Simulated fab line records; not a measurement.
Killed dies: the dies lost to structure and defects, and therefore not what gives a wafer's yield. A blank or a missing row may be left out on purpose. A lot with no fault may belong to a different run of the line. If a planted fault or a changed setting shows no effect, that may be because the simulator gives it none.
fab line records	flow n5Finfet
record: lots: 10	wafers: 30	lastDay: 19
route steps=1938 shown BEOL_M12@1646 BEOL_M13@1659 PASSIVATION@1936
lots that met no fault: taken from a fault-free run of the same line
startH: the number of hours between the record's first day and the start of the first shown wafer of the lot	waitH: hours elapsed since this lot's preceding step	" same as the row above	L1.1+2: several wafers, shown together as one row	- value missing, or start not given	* or withheld: withheld	< > ~ a bound
route shown NAME@n: a module of which the file shows steps, and the number in the route of the first	usual: average and standard deviation across the fault-free wafers	same: alike in all rows	chamber/n: place in a boat	sites: the reading at each site	_std_site: how widely they spread, as a standard deviation	_edge_site: inner sites' mean taken away from outer sites' mean	radiusMm: for every site, how far away it sits from the centre of the wafer	mask NAME#n: copy n	behind: the most recent tool/chamber to have shaped the wafer	hold: why the lot was held/for how many hours/how that ended	device: which transistor (n, p or np) failed to switch	end of line: the tests these same wafers got at the end of their route	step lacking rows: just its recipe	killed: at the first sort, the dies lost to defects and structure; wafer yield is something else	map: dies across one wafer; x = killed, . = not, _ = none there
set.NAME: the setting as run; set.NAME@STEP: as run at that earlier step	model.NAME: the simulator's own value behind a step, which no gauge read
route steps across a sampled set of lots; one table per step, one row per wafer
services: when a tool's chamber went out of use (startH, in hours from the record's first day, below 0 if earlier), for how many hours, and the reason
== steps ==
step: N5_BEOL_M12_DEGAS_41
recipe: ambient: vacuum	tempC: 250	timeS: 60
usual: heaterPowerW: 325/18
lot.wafer	tool	chamber	startH	waitH	heaterPowerW
L935.1	pvdSputter-01	-	295.24	1.8	308
L935.2	"	-	"	"	343
L935.5	"	-	"	"	333
L937.2	pvdSputter-01	-	296.08	0.6	338
L937.3	"	-	"	"	318
L937.5	"	-	"	"	311
L938.1	pvdSputter-02	-	302.98	0.3	326
L938.2	"	-	"	"	326
L938.4	"	-	"	"	348
L939.3	pvdSputter-03	-	305.17	2.2	334
L939.5	"	-	"	"	349
L939.6	"	-	"	"	337
L949.1	pvdSputter-01	-	364.34	0.0	281
L949.3	"	-	"	"	321
L949.6	"	-	"	"	285
L951.1	pvdSputter-01	-	376.87	0.2	330
L951.5	"	-	"	"	328
L951.6	"	-	"	"	320
L950.2	pvdSputter-03	-	377.09	0.3	345
L950.5	"	-	"	"	316
L950.6	"	-	"	"	327
L953.2	pvdSputter-02	-	380.43	0.0	325
L953.5	"	-	"	"	364
L953.6	"	-	"	"	336
L955.1	pvdSputter-02	-	408.38	0.0	314
L955.3	"	-	"	"	335
L955.4	"	-	"	"	344
L956.2	pvdSputter-01	-	412.07	0.2	313
L956.3	"	-	"	"	282
L956.5	"	-	"	"	315
step: N5_BEOL_M12_SPUTTER_43
recipe: material: TaN	targetThkA: 150	tempC: 50	biasV: 168.6	powerW: 15000	chamberPressurePa: 0.12	timeS: 24.19
usual: biasV: 168.6/1.8	chamberPressurePa: 0.11998/0.00024	throttleValvePct: 30.3/0.87
lot.wafer	tool	chamber	startH	waitH	biasV	chamberPressurePa	throttleValvePct
L935.1	pvdSputter-01	-	295.32	0.0	167.0	0.11991	30.5
L935.2	"	-	"	"	166.2	0.12033	30.3
L935.5	"	-	"	"	166.5	0.11971	31.0
L937.2	pvdSputter-01	-	296.16	0.0	168.9	0.11992	30.5
L937.3	"	-	"	"	168.3	0.1201	30.4
L937.5	"	-	"	"	168.2	0.12019	30.5
L938.1	pvdSputter-02	-	303.06	0.0	167.4	0.12027	30.6
L938.2	"	-	"	"	168.1	0.11991	28.9
L938.4	"	-	"	"	168.9	0.12042	30.4
L939.3	pvdSputter-03	-	305.25	0.0	169.5	0.12009	29.7
L939.5	"	-	"	"	167.9	0.12014	31.7
L939.6	"	-	"	"	169.8	0.12003	29.6
L949.1	pvdSputter-01	-	364.42	0.0	165.5	0.11985	30.3
L949.3	"	-	"	"	169.2	0.12028	30.4
L949.6	"	-	"	"	166.5	0.11973	30.1
L951.1	pvdSputter-01	-	376.95	0.0	167.0	0.11985	30.9
L951.5	"	-	"	"	167.7	0.12007	30.4
L951.6	"	-	"	"	170.9	0.11997	30.7
L950.2	pvdSputter-03	-	377.17	0.0	168.0	0.11983	31.7
L950.5	"	-	"	"	167.5	0.11964	29.6
L950.6	"	-	"	"	170.5	0.11992	32.5
L953.2	pvdSputter-02	-	380.51	0.0	171.1	0.11989	29.4
L953.5	"	-	"	"	169.7	0.12044	29.9
L953.6	"	-	"	"	169.0	0.11971	30.0
L955.1	pvdSputter-02	-	408.46	0.0	171.4	0.11973	29.6
L955.3	"	-	"	"	169.9	0.11975	29.9
L955.4	"	-	"	"	168.2	0.12013	29.9
L956.2	pvdSputter-01	-	412.15	0.0	165.8	0.12021	30.6
L956.3	"	-	"	"	171.2	0.11983	30.4
L956.5	"	-	"	"	166.0	0.1198	30.5
step: N5_BEOL_M13_ILD_DEP_00
recipe: material: SiOC	targetThkA: 8379.2	tempC: 350	precursor: DEMS/O2	pressureTorr: 5	rfW: 500	timeS: 166.4
usual: heaterPowerW: 513/85	runLengthS: 211.3/0.57	showerheadPlenumPTorr: 5.701/0.015	throttleValvePct: 12.3/0.52
lot.wafer	tool	chamber	startH	waitH	heaterPowerW	runLengthS	showerheadPlenumPTorr	sinceWetCleanH	throttleValvePct
L935.1	pecvd-01	2	296.53	0.0	684	211.6	5.740	609	12.7
L935.2	"	1	"	"	450	211.5	5.686	2088	13.3
L935.5	"	2	"	"	702	211.7	5.728	-	13.0
L937.2	pecvd-01	2	297.36	0.0	640	211.8	5.724	610	12.5
L937.3	"	0	"	"	567	211.0	5.707	1364	12.3
L937.5	"	2	"	"	699	136.8	5.725	-	12.8
L938.1	pecvd-03	0	304.27	0.0	516	211.5	5.700	1189	12.3
L938.2	"	1	"	"	497	210.0	5.680	1914	12.3
L938.4	"	2	"	"	426	212.4	5.698	-	11.8
L939.3	pecvd-01	0	306.50	0.0	573	210.7	5.712	1373	12.3
L939.5	"	0	"	"	598	136.2	5.701	-	12.7
L939.6	"	2	"	"	600	211.6	5.727	-	12.7
L949.1	pecvd-02	0	366.18	0.0	453	211.6	5.692	889	12.0
L949.3	"	2	"	"	420	212.2	5.696	135	11.7
L949.6	"	2	"	"	426	211.0	5.685	-	11.7
L951.1	pecvd-03	1	378.31	0.0	522	210.0	5.687	1988	12.3
L951.5	"	0	"	"	519	211.7	5.703	-	12.2
L951.6	"	2	"	"	534	211.6	5.680	-	11.7
L950.2	pecvd-01	0	378.46	0.0	629	210.6	5.708	1445	12.4
L950.5	"	1	"	"	365	211.5	5.704	-	13.3
L950.6	"	0	"	"	498	211.4	5.712	-	12.4
L953.2	pecvd-03	0	381.72	0.0	485	211.5	5.697	1267	12.1
L953.5	"	0	"	"	521	212.3	5.722	-	12.2
L953.6	"	2	"	"	488	212.2	5.675	-	11.8
L955.1	pecvd-02	0	409.96	0.0	454	211.8	5.702	933	11.8
L955.3	"	2	"	"	386	211.6	5.693	179	11.6
L955.4	"	2	"	"	413	211.1	5.681	-	11.6
L956.2	pecvd-01	1	413.56	0.0	432	211.7	5.672	1	11.4
L956.3	"	0	"	"	611	211.3	5.710	1480	12.5
L956.5	"	0	"	"	498	210.8	5.710	-	12.7
step: N5_BEOL_M13_THK_MEAS_01
recipe: reads: SiOC_of_BEOL_M13_ILD_DEP_00
usual: M13_ILD_THK: 836/11
lot.wafer	tool	chamber	startH	waitH	M13_ILD_THK[nm]
L935.1	filmMetro-02	-	296.68	0.1	823
L935.2	"	-	"	"	826
L935.5	"	-	"	"	841
L937.2	filmMetro-01	-	297.53	0.1	828
L937.3	"	-	"	"	834
L937.5	"	-	"	"	472
L938.1	filmMetro-01	-	304.42	0.1	822
L938.2	"	-	"	"	826
L938.4	"	-	"	"	837
L939.3	filmMetro-02	-	306.65	0.1	853
L939.5	"	-	"	"	480
L939.6	"	-	"	"	856
L949.1	filmMetro-01	-	366.33	0.1	831
L949.3	"	-	"	"	832
L949.6	"	-	"	"	842
L951.1	filmMetro-02	-	378.46	0.1	823
L951.5	"	-	"	"	842
L951.6	"	-	"	"	841
L950.2	filmMetro-01	-	378.61	0.1	829
L950.5	"	-	"	"	853
L950.6	"	-	"	"	852
L953.2	filmMetro-01	-	381.87	0.1	827
L953.5	"	-	"	"	836
L953.6	"	-	"	"	830
L955.1	filmMetro-02	-	410.11	0.1	831
L955.3	"	-	"	"	820
L955.4	"	-	"	"	843
L956.2	filmMetro-02	-	413.72	0.1	836
L956.3	"	-	"	"	838
L956.5	"	-	"	"	857
step: N5_BEOL_M13_OVL_MEAS_11
recipe: pointsPerWafer: 44
usual: V12_OVL: 0/4.9
lot.wafer	tool	chamber	startH	waitH	V12_OVL[nm]
L935.1	overlay-01	0	297.01	0.0	-5
L935.2	"	0	"	"	9
L935.5	"	0	"	"	1
L937.2	overlay-01	0	297.86	0.0	7
L937.3	"	0	"	"	-5
L937.5	"	0	"	"	2
L938.1	overlay-02	0	304.91	0.1	-5
L938.2	"	0	"	"	-2
L938.4	"	0	"	"	-2
L939.3	overlay-02	0	306.98	0.0	-13
L939.5	"	0	"	"	-5
L939.6	"	0	"	"	-5
L949.1	overlay-02	0	366.66	0.0	9
L949.3	"	0	"	"	5
L949.6	"	0	"	"	4
L951.1	overlay-02	0	378.80	0.0	3
L951.5	"	0	"	"	1
L951.6	"	0	"	"	1
L950.2	overlay-01	0	379.08	0.0	4
L950.5	"	0	"	"	2
L950.6	"	0	"	"	4
L953.2	overlay-02	0	382.20	0.0	1
L953.5	"	0	"	"	1
L953.6	"	0	"	"	2
L955.1	overlay-01	0	410.58	0.0	4
L955.3	"	0	"	"	-3
L955.4	"	0	"	"	-4
L956.2	overlay-02	0	414.05	0.0	1
L956.3	"	0	"	"	2
L956.5	"	0	"	"	3
step: N5_BEOL_M13_STRIP_63
recipe: chemistry: N2/H2	powerW: 1000	tempC: 250	h2Frac: 0.65	overashFraction: 0.3	pressureMtorr: 1000	n2FlowSccm: 1750	h2FlowSccm: 3250
usual: drypumpMotorCurrentA: 5.5/0.53	heaterPowerW: 332/30	oesProductAu: 0.675/0.0045	stripTimeToEndpointS: 27.8/1
lot.wafer	tool	chamber	startH	waitH	drypumpMotorCurrentA	heaterPowerW	oesProductAu	rfHoursCounterH	stripTimeToEndpointS
L935.1	plasmaAsher-02	1	297.39	-	5.9	342	0.671	71	29.1
L935.2	"	0	"	"	6.1	333	0.670	71	28.0
L935.5	"	0	"	"	6.1	340	0.680	-	26.8
L937.2	plasmaAsher-02	1	298.45	-	5.9	334	0.679	72	29.1
L937.3	"	0	"	"	6.1	347	0.680	-	28.5
L937.5	"	1	"	"	5.9	336	0.726	-	57.4
L938.1	plasmaAsher-01	1	305.30	-	4.8	288	0.680	141	29.0
L938.2	"	0	"	"	5.6	360	0.687	141	28.8
L938.4	"	1	"	"	4.7	294	0.682	-	27.6
L939.3	plasmaAsher-01	1	307.50	-	4.7	293	0.679	-	26.5
L939.5	"	0	"	"	5.6	365	0.714	-	57.0
L939.6	"	1	"	"	4.7	286	0.669	-	25.5
L949.1	plasmaAsher-01	0	367.08	-	5.6	356	0.675	154	28.4
L949.3	"	0	"	"	5.6	364	0.681	-	28.3
L949.6	"	0	"	"	5.6	365	0.671	-	27.0
L951.1	plasmaAsher-01	0	379.26	-	5.6	357	0.670	156	28.9
L951.5	"	0	"	"	5.6	357	0.666	-	27.1
L951.6	"	1	"	"	4.8	292	0.670	-	27.6
L950.2	plasmaAsher-01	1	379.88	-	4.7	299	0.679	156	28.1
L950.5	"	1	"	"	4.8	297	0.672	-	26.5
L950.6	"	0	"	"	5.6	357	0.667	-	26.4
L953.2	plasmaAsher-01	1	383.05	-	4.8	293	0.676	158	28.8
L953.5	"	0	"	"	5.6	356	0.669	-	28.1
L953.6	"	1	"	"	4.8	287	0.683	-	28.1
L955.1	plasmaAsher-02	1	411.41	-	5.9	352	0.672	93	27.5
L955.3	"	1	"	"	5.9	336	0.677	-	29.0
L955.4	"	0	"	"	6.1	342	0.665	-	26.3
L956.2	plasmaAsher-02	1	414.43	-	5.9	334	0.671	94	27.7
L956.3	"	0	"	"	6.1	342	0.668	-	27.1
L956.5	"	0	"	"	6.1	344	0.669	-	26.3
step: N5_PASSIVATION_PROBE_49
usual: defectLimitedYield: 91.5/1.3	killed_at_M0_to_M3: 33/10	killed_at_M4_up: 13/4	killedAtContacts: 12/6.3	killedAtFrontEnd: 39/11	killedAtOther: 3.4/2.6	killedDies: 100/15	killedOpen: 65/11	killedShort: 34/7.8	sort_bin_5_function: 5.0/0.89	sort_bin_6_memory: 3.2/0.58	sortNPass: 1080/15	sortYieldPct: 91.5/1.3
same: grossDies: 1180	killedAtBackSide: 0	sort_bin_4_leakage[%]: 0	sort_bin_8_speed[%]: 0
lot.wafer	tool	chamber	startH	waitH	defectLimitedYield[%]	killed_at_M0_to_M3	killed_at_M4_up	killedAtContacts	killedAtFrontEnd	killedAtOther	killedDies	killedOpen	killedShort	sort_bin_5_function[%]	sort_bin_6_memory[%]	sortNPass	sortYieldPct[%]
L937.2	prober-01	-	330.52	0.1	91.5	31	23	21	23	2	100	69	31	5.2	3.1	1080	91.5
L937.3	prober-01	-	330.57	0.1	89.2	41	14	34	32	6	127	91	33	6.4	3.8	1053	89.2
L937.5	prober-01	-	330.67	0.2	90.8	35	11	28	26	8	108	73	35	5.0	4.1	1072	90.8
L935.1	prober-02	-	335.39	0.0	93.1	25	5	23	29	0	82	61	21	4.5	2.3	1098	93.1
L935.2	prober-02	-	335.44	0.1	90.6	40	9	20	39	3	111	74	33	5.8	3.0	1069	90.6
L935.5	prober-02	-	335.59	0.2	92.4	34	17	12	25	2	90	57	33	4.5	2.9	1090	92.4
L938.1	prober-02	-	338.18	0.0	91.3	25	16	15	44	3	103	70	31	5.1	3.4	1077	91.3
L938.2	prober-02	-	338.23	0.1	88.7	23	15	25	64	6	133	85	47	6.1	4.8	1047	88.7
L938.4	prober-02	-	338.33	0.2	90.7	33	8	11	56	2	110	76	32	4.8	4.0	1070	90.7
L939.3	prober-01	-	342.20	0.1	93.8	24	8	9	30	2	73	41	31	3.4	2.5	1107	93.8
L939.5	prober-01	-	342.30	0.2	91.9	30	6	10	42	7	95	64	31	4.6	3.1	1085	91.9
L939.6	prober-01	-	342.35	0.3	91.9	25	5	13	48	4	95	60	35	5.1	2.9	1085	91.9
L949.1	prober-02	-	394.38	0.0	91.9	38	7	7	42	2	96	52	43	5.0	2.6	1084	91.9
L949.3	prober-02	-	394.48	0.1	91.8	34	15	2	43	3	97	49	43	4.2	3.3	1083	91.8
L949.6	prober-02	-	394.63	0.3	92.3	39	8	4	38	2	91	52	34	4.2	2.6	1089	92.3
L951.1	prober-01	-	416.77	0.0	91.1	37	14	20	32	2	105	66	36	4.6	3.6	1075	91.1
L951.5	prober-01	-	416.97	0.2	90.9	29	15	20	37	6	107	65	42	5.1	3.6	1073	90.9
L951.6	prober-01	-	417.02	0.3	90.7	29	12	18	50	1	110	60	48	5.3	3.1	1070	90.7
L950.2	prober-01	-	417.42	0.1	93.1	21	14	7	37	2	81	49	32	4.0	2.8	1099	93.1
L950.5	prober-01	-	417.57	0.2	90.8	28	17	6	53	4	108	74	34	6.0	3.0	1072	90.8
L950.6	prober-01	-	417.62	0.3	92.2	24	14	6	43	5	92	62	30	5.0	2.4	1088	92.2
L953.2	prober-01	-	418.81	0.1	89.7	57	18	10	32	5	122	81	40	6.8	3.2	1058	89.7
L953.5	prober-01	-	418.96	0.2	90.3	34	21	14	36	10	115	71	43	5.7	3.4	1065	90.3
L953.6	prober-01	-	419.01	0.3	91.4	31	14	17	36	3	101	67	31	4.4	3.8	1079	91.4
L956.2	prober-01	-	445.02	0.1	91.8	41	8	8	37	3	97	66	31	4.9	3.1	1083	91.8
L956.3	prober-01	-	445.07	0.1	93.9	24	10	9	28	1	72	45	27	3.4	2.5	1108	93.9
L956.5	prober-01	-	445.17	0.2	94.4	23	7	9	24	3	66	47	18	2.7	2.6	1114	94.4
L955.1	prober-02	-	452.39	0.0	91.5	40	7	3	50	0	100	66	33	5.1	3.1	1080	91.5
L955.3	prober-02	-	452.49	0.1	90.3	36	12	12	49	5	114	72	40	6.3	2.9	1066	90.3
L955.4	prober-02	-	452.54	0.2	90.1	36	7	16	58	0	117	74	42	5.9	3.8	1063	90.1
killed by level:class
L937.2 MOL_CONTACT_COAG:geometricParticle:open=18 BEOL_M3:geometricParticle:open=9 BEOL_M2:geometricParticle:open=6 BEOL_M4:geometricParticle:short=6 BEOL_M0_SAQP:geometricParticle:short=5 FIN_SAQP:geometricParticle:short=4 BEOL_M0:geometricParticle:open=4 BEOL_M5:geometricParticle:open=4
L937.3 MOL_CONTACT_COAG:geometricParticle:open=32 BEOL_M0_SAQP:geometricParticle:open=14 BEOL_M0_SAQP:geometricParticle:short=13 GATE_CUT:geometricParticle:short=11 BEOL_M2:geometricParticle:open=6 STARTING-WAFER:geometricParticle:open=6 DUMMY_GATE:geometricParticle:open=4 BEOL_M4:geometricParticle:open=4
L937.5 MOL_CONTACT_COAG:geometricParticle:open=23 BEOL_M0_SAQP:geometricParticle:short=8 STI_FIN_REVEAL:geometricParticle:open=7 BEOL_M0_SAQP:geometricParticle:open=6 MOL_CONTACT_COAG:geometricParticle:short=5 BEOL_M0:geometricParticle:open=5 BEOL_M1:geometricParticle:open=5 BEOL_M4:geometricParticle:open=5
L935.1 MOL_CONTACT_COAG:geometricParticle:open=20 BEOL_M0_SAQP:geometricParticle:open=7 FIN_SAQP:geometricParticle:open=6 BEOL_M0_SAQP:geometricParticle:short=6 BEOL_M3:geometricParticle:open=6 FIN_SAQP:geometricParticle:short=5 GATE_CUT:geometricParticle:open=4 BEOL_M4:geometricParticle:open=4
L935.2 MOL_CONTACT_COAG:geometricParticle:open=15 BEOL_M2:geometricParticle:open=13 BEOL_M3:geometricParticle:open=10 FIN_SAQP:geometricParticle:open=7 STI_FIN_REVEAL:geometricParticle:open=7 BEOL_M0_SAQP:geometricParticle:open=6 MOL_CONTACT_COAG:geometricParticle:short=5 BEOL_M0_SAQP:geometricParticle:short=4
L935.5 MOL_CONTACT_COAG:geometricParticle:open=10 BEOL_M0_SAQP:geometricParticle:short=8 BEOL_M0_SAQP:geometricParticle:open=6 BEOL_M2:geometricParticle:open=6 FIN_SAQP:geometricParticle:short=5 FIN_SAQP:geometricParticle:open=5 BEOL_M4:geometricParticle:open=5 BEOL_M1:geometricParticle:open=4
L938.1 STI_FIN_REVEAL:geometricParticle:open=15 MOL_CONTACT_COAG:geometricParticle:open=13 BEOL_M2:geometricParticle:open=8 BEOL_M0_SAQP:geometricParticle:open=7 BEOL_M4:geometricParticle:open=7 FIN_SAQP:geometricParticle:short=5 FIN_SAQP:geometricParticle:open=4 STI_FIN_REVEAL:geometricParticle:short=4
L938.2 MOL_CONTACT_COAG:geometricParticle:open=23 STI_FIN_REVEAL:geometricParticle:open=22 FIN_SAQP:geometricParticle:short=13 BEOL_M0_SAQP:geometricParticle:short=10 FIN_SAQP:geometricParticle:open=7 STI_FIN_REVEAL:geometricParticle:short=7 BEOL_M2:geometricParticle:open=6 BEOL_M4:geometricParticle:open=6
L938.4 FIN_SAQP:geometricParticle:open=15 FIN_SAQP:geometricParticle:short=12 BEOL_M0_SAQP:geometricParticle:open=12 MOL_CONTACT_COAG:geometricParticle:open=10 STI_FIN_REVEAL:geometricParticle:open=9 BEOL_M0_SAQP:geometricParticle:short=7 BEOL_M2:geometricParticle:open=6 BEOL_M3:geometricParticle:open=4
L939.3 FIN_SAQP:geometricParticle:short=9 STI_FIN_REVEAL:geometricParticle:open=6 BEOL_M3:geometricParticle:open=6 MOL_CONTACT_COAG:geometricParticle:open=5 BEOL_M0_SAQP:geometricParticle:short=5 GATE_CUT:geometricParticle:short=4 MOL_CONTACT_COAG:geometricParticle:short=4 BEOL_M0_SAQP:geometricParticle:open=4
L939.5 STI_FIN_REVEAL:geometricParticle:open=15 BEOL_M1:geometricParticle:open=10 FIN_SAQP:geometricParticle:short=8 MOL_CONTACT_COAG:geometricParticle:open=8 BEOL_M0_SAQP:geometricParticle:short=7 FIN_SAQP:geometricParticle:open=5 BEOL_M2:geometricParticle:open=4 BEOL_M3:geometricParticle:open=4
L939.6 FIN_SAQP:geometricParticle:short=13 MOL_CONTACT_COAG:geometricParticle:open=11 STI_FIN_REVEAL:geometricParticle:open=9 BEOL_M2:geometricParticle:open=7 BEOL_M3:geometricParticle:open=7 FIN_SAQP:geometricParticle:open=6 DUMMY_GATE:geometricParticle:open=4 ILD0:geometricParticle:short=4
L949.1 BEOL_M0_SAQP:geometricParticle:short=11 FIN_SAQP:geometricParticle:open=10 BEOL_M0_SAQP:geometricParticle:open=10 FIN_SAQP:geometricParticle:short=9 GATE_CUT:geometricParticle:short=6 MOL_CONTACT_COAG:geometricParticle:open=6 BEOL_M3:geometricParticle:open=4 STI_FIN_REVEAL:geometricParticle:open=3
L949.3 FIN_SAQP:geometricParticle:short=11 BEOL_M0_SAQP:geometricParticle:short=11 STI_FIN_REVEAL:geometricParticle:open=9 BEOL_M0_SAQP:geometricParticle:open=7 BEOL_M2:geometricParticle:open=7 BEOL_M4:geometricParticle:open=5 FIN_SAQP:geometricParticle:open=3 FIN_CUT:geometricParticle:short=3
L949.6 BEOL_M0_SAQP:geometricParticle:short=12 BEOL_M0_SAQP:geometricParticle:open=11 FIN_SAQP:geometricParticle:short=8 FIN_SAQP:geometricParticle:open=6 BEOL_M3:geometricParticle:open=6 BEOL_M2:geometricParticle:open=5 STI_FIN_REVEAL:geometricParticle:open=4 GATE_CUT:geometricParticle:open=3
L951.1 MOL_CONTACT_COAG:geometricParticle:open=15 BEOL_M2:geometricParticle:open=10 BEOL_M3:geometricParticle:open=10 BEOL_M2:geometricParticle:short=8 ILD0:geometricParticle:open=6 BEOL_M0_SAQP:geometricParticle:short=6 FIN_SAQP:geometricParticle:open=5 FIN_SAQP:geometricParticle:short=5
L951.5 MOL_CONTACT_COAG:geometricParticle:open=16 FIN_SAQP:geometricParticle:short=10 BEOL_M0_SAQP:geometricParticle:open=7 BEOL_M0_SAQP:geometricParticle:short=7 BEOL_M3:geometricParticle:open=6 STI_FIN_REVEAL:geometricParticle:open=5 BEOL_M4:geometricParticle:open=5 DUMMY_GATE:geometricParticle:open=4
L951.6 FIN_SAQP:geometricParticle:short=15 MOL_CONTACT_COAG:geometricParticle:open=13 BEOL_M3:geometricParticle:open=7 STARTING-WAFER:geometricParticle:short=7 BEOL_M2:geometricParticle:short=6 BEOL_M2:geometricParticle:open=6 FIN_SAQP:geometricParticle:open=5 STI_FIN_REVEAL:geometricParticle:open=5
L950.2 STI_FIN_REVEAL:geometricParticle:open=11 FIN_SAQP:geometricParticle:open=9 BEOL_M0_SAQP:geometricParticle:short=7 BEOL_M3:geometricParticle:open=6 GATE_CUT:geometricParticle:short=4 MOL_CONTACT_COAG:geometricParticle:short=4 FIN_SAQP:geometricParticle:short=3 MOL_CONTACT_COAG:geometricParticle:open=3
L950.5 DUMMY_GATE:geometricParticle:open=15 FIN_SAQP:geometricParticle:open=14 FIN_SAQP:geometricParticle:short=7 MOL_CONTACT_COAG:geometricParticle:open=6 STI_FIN_REVEAL:geometricParticle:open=5 BEOL_M4:geometricParticle:open=5 BEOL_M8:geometricParticle:open=4 BEOL_M0_SAQP:geometricParticle:short=4
L950.6 FIN_SAQP:geometricParticle:open=11 STI_FIN_REVEAL:geometricParticle:open=10 FIN_SAQP:geometricParticle:short=6 MOL_CONTACT_COAG:geometricParticle:open=5 BEOL_M0:geometricParticle:short=5 BEOL_M1:geometricParticle:open=5 BEOL_M4:geometricParticle:short=5 DUMMY_GATE:geometricParticle:open=4
L953.2 BEOL_M0_SAQP:geometricParticle:short=19 BEOL_M0_SAQP:geometricParticle:open=12 MOL_CONTACT_COAG:geometricParticle:open=10 BEOL_M2:geometricParticle:open=7 BEOL_M4:geometricParticle:open=7 BEOL_M0:geometricParticle:open=6 BEOL_M1:geometricParticle:open=6 DUMMY_GATE:geometricParticle:open=5
L953.5 BEOL_M4:geometricParticle:open=11 MOL_CONTACT_COAG:geometricParticle:open=8 BEOL_M0_SAQP:geometricParticle:short=8 FIN_SAQP:geometricParticle:open=7 DUMMY_GATE:geometricParticle:open=7 MOL_CONTACT_COAG:geometricParticle:short=5 BEOL_M1:geometricParticle:open=5 BEOL_M3:geometricParticle:open=5
L953.6 MOL_CONTACT_COAG:geometricParticle:open=14 FIN_SAQP:geometricParticle:open=9 BEOL_M0_SAQP:geometricParticle:short=8 BEOL_M4:geometricParticle:open=8 BEOL_M0_SAQP:geometricParticle:open=7 BEOL_M2:geometricParticle:open=6 DUMMY_GATE:geometricParticle:open=5 ILD0:geometricParticle:short=4
L956.2 BEOL_M2:geometricParticle:open=13 FIN_SAQP:geometricParticle:open=10 BEOL_M3:geometricParticle:open=8 MOL_CONTACT_COAG:geometricParticle:open=6 FIN_SAQP:geometricParticle:short=4 BEOL_M0_SAQP:geometricParticle:short=4 BEOL_M0:geometricParticle:open=4 BEOL_M1:geometricParticle:open=4
L956.3 MOL_CONTACT_COAG:geometricParticle:open=9 BEOL_M2:geometricParticle:open=9 GATE_CUT:geometricParticle:short=6 FIN_SAQP:geometricParticle:short=4 BEOL_M0_SAQP:geometricParticle:short=4 BEOL_M2:geometricParticle:short=4 BEOL_M3:geometricParticle:open=4 BEOL_M5:geometricParticle:open=4
L956.5 MOL_CONTACT_COAG:geometricParticle:open=9 BEOL_M2:geometricParticle:open=7 BEOL_M3:geometricParticle:open=7 STARTING-WAFER:geometricParticle:open=5 FIN_SAQP:geometricParticle:open=4 BEOL_M0_SAQP:geometricParticle:short=4 STI_FIN_REVEAL:geometricParticle:open=2 ILD0:geometricParticle:open=2
L955.1 STI_FIN_REVEAL:geometricParticle:open=11 BEOL_M2:geometricParticle:open=11 FIN_SAQP:geometricParticle:open=10 BEOL_M0_SAQP:geometricParticle:open=7 DUMMY_GATE:geometricParticle:open=5 BEOL_M0_SAQP:geometricParticle:short=5 BEOL_M0:geometricParticle:open=5 FIN_SAQP:geometricParticle:short=4
L955.3 FIN_SAQP:geometricParticle:open=16 MOL_CONTACT_COAG:geometricParticle:open=9 BEOL_M0_SAQP:geometricParticle:short=8 BEOL_M2:geometricParticle:open=8 STI_FIN_REVEAL:geometricParticle:open=7 FIN_SAQP:geometricParticle:short=5 STI_FIN_REVEAL:geometricParticle:short=5 BEOL_M1:geometricParticle:open=5
L955.4 STI_FIN_REVEAL:geometricParticle:open=19 MOL_CONTACT_COAG:geometricParticle:open=12 BEOL_M0_SAQP:geometricParticle:short=11 FIN_SAQP:geometricParticle:open=9 BEOL_M0_SAQP:geometricParticle:open=8 GATE_CUT:geometricParticle:short=6 DUMMY_GATE:geometricParticle:open=5 FIN_SAQP:geometricParticle:short=4
== services ==
tool	chamber	startH	hours	kind
pecvd-01	-	274.98	0.7	repair
pvdSputter-01	-	283.92	0.7	repair
pecvd-02	-	307.15	0.7	repair
plasmaAsher-02	-	329.02	2.8	pm
pecvd-02	1	356.11	8.4	repair
pvdSputter-02	-	359.51	2.0	repair
pecvd-01	-	365.75	2.3	repair
pecvd-01	0	368.80	2.1	scheduledDown
pecvd-01	1	383.62	-	clean
pecvd-01	1	383.62	-	consumableReplace:showerhead
pecvd-01	1	383.62	29.0	scheduledDown
pecvd-01	1	383.62	29.0	ventCycle
pecvd-03	1	400.93	6.8	repair
== key ==
firstSign: step: N5_BEOL_M13_ILD_DEP_00	reading: runLengthS	direction: down	sigmas: 99+	usual: *	struck: *
effect: step: N5_BEOL_M13_THK_MEAS_01	reading: M13_ILD_THK	direction: down	sigmas: 33	usual: 836	struck: 476
effect: step: N5_BEOL_M13_STRIP_63	reading: stripTimeToEndpointS	direction: up	sigmas: 28	usual: *	struck: *
metAt N5_BEOL_M13_ILD_DEP_00
struckLots L937,L939
struckWafers L937.5,L939.5
notActingAt N5_BEOL_M12_DEGAS_41,N5_BEOL_M12_SPUTTER_43,N5_BEOL_M13_OVL_MEAS_11
onsetBetween 296.53 297.36
fault: kind: processParameterDrift	tool: pecvd-01	chamber: -	onsetH: 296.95	steps: N5_BEOL_M13_ILD_DEP_00	channel: timeS	offset: *	shape: step	endH: 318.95	scope: struckWafersOnly	actsIn: *	stated: *
